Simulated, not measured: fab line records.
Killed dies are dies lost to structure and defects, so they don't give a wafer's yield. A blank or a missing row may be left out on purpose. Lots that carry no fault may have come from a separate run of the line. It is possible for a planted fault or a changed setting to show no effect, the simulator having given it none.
Struck lot and sound lot, side by side + flow nand harc + 20 steps out of a route of 1302
Sound: the wafers L926.2, L926.3, L926.6. Struck: wafer L918.6. The cause is named last.
For every step that has rows: the tool of each side, followed by ch and its chambers, followed by its first start. Under that, the readings that differ: sound wafers + struck wafers + difference of the means + sigmas: that difference in standard deviations of wafers without a fault.
alike: same words and numbers on both sides, and readings whose means sit less than 2 such deviations apart. not compared: any withheld reading, any reading some wafer has no value for, any bound like >300 that may hide the same value, and any number with overlapping values for which the record gives no deviation.
A row with sigmas, a row that says differs or no value, or rows on one side alone: a step with any of these is where the two part. Numbers that have no deviation but don't overlap get no sigmas and don't part them. A reading missing from all wafers of one side parts the sides only when that side holds two or more wafers.

first, 2 steps without rows for these wafers: NHARC_A_CHANNEL_FILL_D1_ANNEAL_17 (time 1800 s); NHARC_A_CHANNEL_FILL_D1_CVD_18 (deposits poly-Si, target thk 3 nm).
NHARC_A_CHANNEL_FILL_D1_ETCHBACK_19: etches the open film in HBr/Cl2, target depth 5 nm, time 1.7 s.
  sound on rie si-02 ch 0,2,3, day 15 19:14; struck on rie si-05 ch 0, day 12 05:03
| reading               | sound             | struck | difference | sigmas |
|-----------------------|-------------------|--------|------------|--------|
| oes product au (a.u.) | 1.013 1.021 1.029 | 0.988  | -0.033     | -3     |
  alike: bias w, drypump motor current A, throttle valve pct
  not compared: rf hours counter h
NHARC_A_CHANNEL_FILL_D1_ETCHBACK_20: etches the open film in C4F8/O2/Ar, target depth 27 nm, time 13.5 s.
  sound on rie diel-10 ch 0,3, day 15 19:20; struck on rie diel-09 ch 3, day 12 05:09
| reading      | sound       | struck | difference | sigmas |
|--------------|-------------|--------|------------|--------|
| rf vpp V (V) | 971 971 970 | 990    | +19        | +3     |
  alike: bias w, oes product au
  not compared: rf hours counter h
NHARC_A_CHANNEL_FILL_D1_STRIP_28: strips in O2, time 20 s.
  sound on rie diel-10 ch 0,1,2, day 15 19:26; struck on rie diel-09 ch 1, day 12 05:13
| reading                     | sound       | struck | difference | sigmas |
|-----------------------------|-------------|--------|------------|--------|
| drypump motor current A (A) | 5.8 4.8 5.8 | 6.3    | +0.8       | +2     |
  alike: mfc ar sccm, oes product au, rf vpp V, showerhead plenum p Torr, throttle valve pct
  not compared: rf hours counter h
then, 4 steps without rows for these wafers: NHARC_A_CHANNEL_FILL_D1_PRECLEAN_21 (cleans in dHF, time 30 s); NHARC_A_CHANNEL_FILL_D1_SRD_23; NHARC_A_CHANNEL_FILL_D1_CVD_05 (deposits poly-Si, target thk 5 nm); NHARC_A_CHANNEL_FILL_D1_ANNEAL_22 (time 7200 s).
NHARC_A_CHANNEL_FILL_D1_THK_MEAS_06: measures by ellipsometry.
  struck on film metro-02, day 12 16:58; sound on film metro-02, day 16 07:08
  alike: thk nm
NHARC_A_CHANNEL_FILL_D1_ALD_25: deposits SiOx, target thk 60 nm, pulse time 10 s, ald cycles 600.
  sound on ald hk-02 ch 0,2,3, day 16 07:11; struck on ald hk-03 ch 0, day 12 19:28
  alike: heater power w, precursor pulse height rel
then, 1 step without rows for these wafers: NHARC_A_CHANNEL_FILL_D1_ETCHBACK_08 (etches the open film in C4F8, target depth 220 nm, time 110 s).
NHARC_A_CHANNEL_FILL_D1_STRIP_29: strips in O2, time 20 s.
  sound on rie diel-09 ch 0,1,3, day 16 12:52; struck on rie diel-13 ch 2, day 12 22:42
  alike: drypump motor current A, mfc ar sccm, oes product au, rf vpp V, showerhead plenum p Torr, throttle valve pct
  not compared: rf hours counter h
then, 5 steps without rows for these wafers: NHARC_A_CHANNEL_FILL_D1_PRECLEAN_30 (cleans in dHF, time 30 s); NHARC_A_CHANNEL_FILL_D1_SRD_31; NHARC_A_CHANNEL_FILL_D1_CVD_09 (deposits poly-Si, target thk 150 nm, time 3000 s); NHARC_A_CHANNEL_FILL_D1_CMP_10 (polishes, target thk 150 nm); NHARC_A_CHANNEL_FILL_D1_SRD_12.
NHARC_A_DECK1_JOINT_ETCHBACK_07: etches the open film in HBr, target depth 105 nm, time 26.9 s.
  sound on rie si-04 ch 0,2,3, day 16 19:07; struck on rie si-06 ch 2, day 13 07:11
| reading | sound | struck                   | difference                   | sigmas |
|---------|-------|--------------------------|------------------------------|--------|
| hold    | - - - | await dispo/2.2h/release | no value on the sound wafers |        |
  alike: bias w, drypump motor current A, oes product au, throttle valve pct
  not compared: rf hours counter h
-- the record jumps here: 15 days lie between the struck wafers' starts before and after (it left off in module A_DECK1_JOINT and takes up again in module END, whose first step shown is number 1302 of the route) --
NHARC_END_SORT_01:
  sound on prober-01 ch 0, day 30 03:02; struck on prober-02 ch 0, day 28 12:51
| reading         | sound     | struck | difference | sigmas |
|-----------------|-----------|--------|------------|--------|
| killed at array | 70 87 76  | 121    | +43        | +3     |
| killed dies     | 77 100 86 | 124    | +36        | +2     |
  alike: killed at other, killed at periphery, killed open, killed short

== WHERE THEY PART ==
Earliest at NHARC_A_CHANNEL_FILL_D1_ETCHBACK_19; latest, in this record, at NHARC_END_SORT_01.

WHY: the cause the simulator had injected
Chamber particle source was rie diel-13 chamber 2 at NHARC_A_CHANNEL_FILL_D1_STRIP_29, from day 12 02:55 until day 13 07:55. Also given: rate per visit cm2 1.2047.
